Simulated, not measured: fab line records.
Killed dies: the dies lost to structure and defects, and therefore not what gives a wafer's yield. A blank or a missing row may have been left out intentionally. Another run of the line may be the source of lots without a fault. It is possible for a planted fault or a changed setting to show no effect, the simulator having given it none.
Struck lot and sound lot, side by side || flow nand-harc || 22 out of 1302 route steps
Sound: these wafers, L646.1, L646.2, L646.3. Wafers L654.1, L654.2, L654.5 were the ones struck. The cause comes at the end.
Per side, at each step with rows, come the tool, then ch with its chambers, and then its first start. Under that, the readings that differ: sound wafers || struck wafers || difference of the means || sigmas: that difference in standard deviations of wafers without a fault.
alike: a reading whose means differ by less than 2 such deviations, as well as words and numbers matching on both sides. not compared: withheld readings; readings where some wafer has no value; bounds like >300 that might hide an equal value; numbers whose values overlap and for which the record gives no deviation.
The two part at a step that has a row with sigmas, a row that says differs or no value, or rows on one side only. When numbers do not overlap yet have no deviation, they are printed without sigmas and do not part them. Lack of a reading on every wafer of one side parts them only where that side has two or more wafers.

NHARC_A_BLC_CVD_24: deposits W, target thk 150 nm, time 434 s.
  sound on cvd-w-02 ch 0,1; struck on cvd-w-01 ch 0,1
  alike: heater-power-w, throttle-valve-pct
NHARC_A_BLC_CMP_25: polishes, t overpolish 30 s, target thk 150 nm.
  sound on cmp-02 ch 1,2,3, day 23 22:56; struck on cmp-02 ch 0,1,2, day 27 08:10
{"reading": "time-to-endpoint-s (s)", "sound": "23.0 30.1 25.5", "struck": "33.8 33.1 29.0", "difference": "+5.8", "sigmas": "+2"}
  alike: edge-zone-pressure-frac, motor-current-A, overpolish-run-s, slurry-filter-dp-kPa
following that, these wafers have no rows for 1 step: NHARC_A_BLC_SRD_27.
NHARC_A_BLC_INSPECT_28:
  struck on defect-inspect-01, day 27 08:32; sound on defect-inspect-02, day 23 23:19
  alike: raw-defect-count
then, 7 steps without rows for these wafers: NHARC_A_M0_DEP_00 (deposits SiOC, target thk 150 nm); NHARC_A_M0_DEHYDRATE_01 (time 120 s); NHARC_A_M0_HMDS_02 (time 30 s); NHARC_A_M0_COAT_33 (time 65 s); NHARC_A_M0_COAT_03 (resist thk 90 nm); NHARC_A_M0_SOFTBAKE_04 (time 55 s); NHARC_A_M0_EBR_05.
NHARC_A_M0_EXPOSE_06: exposes mask A M0, target cd 80 nm.
  sound on arfi-scanner-02 ch 0, day 24 00:05; struck on arfi-scanner-02 ch 0, day 27 09:26
{"reading": "exposure-dose-mJ-cm2", "sound": "83.25 83.25 83.21", "struck": "106.23 106.17 106.18", "difference": "+22.96", "sigmas": "+99 or more"}
  alike: mask
then, 2 steps without rows for these wafers: NHARC_A_M0_PEB_07 (peb time 65 s); NHARC_A_M0_DEVELOP_08 (develop time 35 s).
NHARC_A_M0_CD_MEAS_09: target cd 80 nm.
  sound on cd-sem-01 ch 0, day 24 00:13; struck on cd-sem-01 ch 0, day 27 09:35
{"reading": "cd-nm (nm)", "sound": "79.0 79.7 79.2", "struck": "95.6 96.3 96.2", "difference": "+16.7", "sigmas": "+29"}
NHARC_A_M0_OVL_MEAS_10: pitch 160 nm.
  struck on overlay-02, day 27 09:40; sound on overlay-01, day 24 00:19
  alike: overlay-x-nm, overlay-y-nm
NHARC_A_M0_INSPECT_11:
  struck on defect-inspect-02, day 27 09:42; sound on defect-inspect-02, day 24 00:21
  alike: raw-defect-count
NHARC_A_M0_DESCUM_14: chemistry O2, time 3 s.
  sound on rie-diel-10 ch 0,1,3, day 24 00:25; struck on rie-diel-12 ch 1,2,3, day 27 09:47
{"reading": "model.A_M0.cd-nm (nm)", "sound": "79.63 79.25 79.02", "struck": "95.15 96.26 95.97", "difference": "+16.49", "sigmas": ""}
  alike: drypump-motor-current-A, oes-product-au, rf-vpp-V, showerhead-plenum-p-Torr, throttle-valve-pct
  not compared: rf-hours-counter-h
NHARC_A_M0_ETCH_34: etches the open film in N2/H2, target depth 40 nm, overetch 12 nm, time 43.94 s.
  sound on rie-diel-10 ch 0,1,3, day 24 00:29; struck on rie-diel-12 ch 0,1,2, day 27 09:51
  alike: drypump-motor-current-A, n2-flow-sccm, oes-product-au, rf-vpp-V, showerhead-plenum-p-Torr, throttle-valve-pct
  not compared: rf-hours-counter-h
NHARC_A_M0_ETCH_15: etches the open film in C4F8/Ar, target depth 150 nm, overetch 15 nm, time 82.5 s.
  sound on rie-diel-10 ch 0,2,3; struck on rie-diel-12 ch 0,2,3
{"reading": "oes-product-au (a.u.)", "sound": "0.924 0.929 0.911", "struck": "0.974 0.987 0.975", "difference": "+0.057", "sigmas": "+2"}
{"reading": "model.A_M0.cd-nm (nm)", "sound": "79.13 79.39 79.11", "struck": "95.29 96.78 95.68", "difference": "+16.71", "sigmas": ""}
  alike: rf-vpp-V
  not compared: rf-hours-counter-h
NHARC_A_M0_CD_MEAS_16:
  struck on cd-sem-02, day 27 10:04; sound on cd-sem-03, day 24 00:43
{"reading": "cd-nm (nm)", "sound": "79.1 79.2 79.4", "struck": "95.4 96.7 95.7", "difference": "+16.7", "sigmas": "+20"}
NHARC_END_SORT_01:
  the record has rows for the struck wafers here (prober-02 ch 0, day 29 01:23) and none for the sound ones

== WHERE THEY PART ==
Last at NHARC_END_SORT_01 as far as this record goes, first at NHARC_A_BLC_CMP_25.

WHY: the cause the simulator had injected
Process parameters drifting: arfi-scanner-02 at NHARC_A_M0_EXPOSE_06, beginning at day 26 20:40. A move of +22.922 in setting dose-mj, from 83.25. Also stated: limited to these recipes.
